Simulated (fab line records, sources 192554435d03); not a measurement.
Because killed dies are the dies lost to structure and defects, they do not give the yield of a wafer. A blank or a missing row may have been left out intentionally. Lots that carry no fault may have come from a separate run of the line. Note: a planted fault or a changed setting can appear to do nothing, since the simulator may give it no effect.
Struck lot and sound lot, side by side -- flow n5_finfet -- 38 out of 1938 route steps
Sound: the wafers L130.2, L130.3, L130.4. Wafers L146.3, L146.4, L146.6 were the ones struck. The cause is given at the end.
Order at every step that has rows: each side's tool, ch and its chambers, its first start. Under that, the readings that differ: sound wafers -- struck wafers -- difference of the means -- sigmas: that difference in standard deviations of wafers without a fault.
alike: readings whose means differ by less than 2 such deviations, and words and numbers that are the same on both sides. not compared: withheld readings, readings that some wafer has no value for, bounds like >300 that may hide the same value, and numbers for which the record gives no deviation and whose values overlap.
The two part at a step that has a row with sigmas, a row that says differs or no value, or rows on one side only. When numbers do not overlap yet have no deviation, they are printed without sigmas and do not part them. Lack of a reading on every wafer of one side parts them only where that side has two or more wafers.

first, 9 steps without rows for these wafers: N5_BEOL_M4_ANNEAL_95 (time 240 s); N5_BEOL_M4_SPUTTER_96 (material Cu, target thk 4.5 nm, time 8.29 s); N5_BEOL_M4_ECD_50 (material Cu, target thk 300 nm); N5_BEOL_M4_ANNEAL_51 (time 90 s); N5_BEOL_M4_CMP_52 (polishes, stops on SiOC, t overpolish 6.8 s, target thk 40 nm); N5_BEOL_M4_PRE_CLEAN_60 (time 15 s); N5_BEOL_M4_CO_CAP_55 (material Co, precursor CCTBA/H2, target thk 2 nm, time 102.1 s); N5_BEOL_M4_PRE_CLEAN_56 (time 15 s); N5_BEOL_M4_DEP_57 (deposits SiCN from 3MS/NH3, target thk 8 nm, time 14 s).
N5_BEOL_M4_RC_MEAS_101:
  sound on prober-02 ch 0, day 7 20:21; struck on prober-02 ch 0, day 12 06:06
reading,sound,struck,difference,sigmas
ION_P (uA/um),449 452 463,469 466 469,+13,+2
SS_N (mV/dec),71.6 71.2 71.7,70.3 70.4 70.7,-1.0,-2
  alike: DIBL_N, DIBL_P, IOFF_N, IOFF_P, ION_N, SS_P, VT_N, VT_P
then, 24 steps without rows for these wafers: N5_BEOL_M5_ILD_DEP_00 (deposits SiCOH lowk from DEMS/porogen, target thk 140.64 nm, time 25.9 s); N5_BEOL_M5_CURE_79 (cures SiCOH lowk, time 240 s); N5_BEOL_M5_PECVD_70 (deposits SiO2 from TEOS/O2, target thk 16 nm, time 18 s); N5_BEOL_M5_HM_DEP_02 (deposits TiN, target thk 20 nm); N5_BEOL_M5_COAT_59 (time 60 s, resist thk 60 nm); N5_BEOL_M5_COAT_60 (time 60 s, resist thk 12 nm); N5_BEOL_M5_COAT_71 (time 60 s, resist thk 5 nm); N5_BEOL_M5_COAT_05 (resist thk 30 nm); N5_BEOL_M5_EBR_07; N5_BEOL_M5_SOFTBAKE_06 (time 60 s); N5_BEOL_M5_EXPOSE_08 (exposes mask M5, target cd 28 nm); N5_BEOL_M5_PEB_09 (peb time 60 s); N5_BEOL_M5_DEVELOP_10 (develop time 30 s); N5_BEOL_M5_DESCUM_16 (chemistry O2, time 7 s); N5_BEOL_M5_ETCH_72 (etches underlayer in N2/H2, target depth 6.5 nm, time 5.2 s); N5_BEOL_M5_ETCH_61 (etches SiARC in CF4, target depth 15.6 nm, time 26 s); N5_BEOL_M5_ETCH_62 (etches SOC in N2/H2, target depth 75 nm, overetch 15 nm, time 112.5 s); N5_BEOL_M5_STRIP_63 (strips in N2/H2); N5_BEOL_M5_STRIP_73 (strips in N2/H2); N5_BEOL_M5_STRIP_64 (strips in CF4); N5_BEOL_M5_HM_OPEN_17 (chemistry Cl2/BCl3, target TiN, target depth 20 nm, overetch 6 nm); N5_BEOL_M5_STRIP_19 (strips in O2); N5_BEOL_M5_COAT_65 (time 60 s, resist thk 60 nm); N5_BEOL_M5_COAT_66 (time 60 s, resist thk 12 nm).
N5_BEOL_M7_STRIP_19: strips in O2.
  sound on rie_diel-06 ch 0,2,3, day 8 18:38; struck on rie_diel-05 ch 0,2, day 13 06:51
  no value came back on the struck wafers for any of 8 readings (bias_power_w (W), chamber_pressure_mTorr (mTorr) and others); on the sound wafers bias_power_w (W) reads 0 0 0
reading,sound,struck,difference,sigmas
model.SOC_of_BEOL_M7_COAT_59.thk_nm (nm),0 0 0,92 91.6 92.4,+92,
N5_BEOL_M7_ETCH_66: etches SOC in N2/H2, target depth 80 nm, overetch 16 nm, time 120 s.
  sound on rie_diel-06 ch 1,2,3, day 8 20:45; struck on rie_diel-03 ch 0,2,3, day 13 07:38
reading,sound,struck,difference,sigmas
oes_product_au (a.u.),0.66 0.68 0.57,0.68 0.81 0.88,+0.15,+2
model.etch.depth_nm (nm),60.31 60.43 60.14,94.5 95.55 95.03,+34.7,
  alike: drypump_motor_current_A, rf_vpp_V, showerhead_plenum_p_Torr, throttle_valve_pct
  not compared: rf_hours_counter_h
N5_BEOL_M7_VIA_ETCH_34: etches SiCOH lowk in C4F6/O2, target depth 125.5 nm, time 50.5 s.
  sound on rie_diel-06 ch 1,2,3, day 8 20:51; struck on rie_diel-03 ch 0,2,3, day 13 07:44
reading,sound,struck,difference,sigmas
oes_product_au (a.u.),0.87 0.89 0.73,0.26 0.30 0.33,-0.53,-6
  alike: drypump_motor_current_A, rf_vpp_V, showerhead_plenum_p_Torr, throttle_valve_pct
  not compared: rf_hours_counter_h
-- here the record skips 3 days between the struck wafers' starts before and after, leaving off in module BEOL_M7 and picking up in module PASSIVATION (first step shown: number 1936 of the route) --
N5_PASSIVATION_PROBE_49:
  record: rows for the struck wafers here (prober-02, day 16 05:01), none for the sound ones

WHERE THEY PART
Last at N5_PASSIVATION_PROBE_49 as far as this record goes, first at N5_BEOL_M4_RC_MEAS_101.

WHY: whatever the simulator had introduced
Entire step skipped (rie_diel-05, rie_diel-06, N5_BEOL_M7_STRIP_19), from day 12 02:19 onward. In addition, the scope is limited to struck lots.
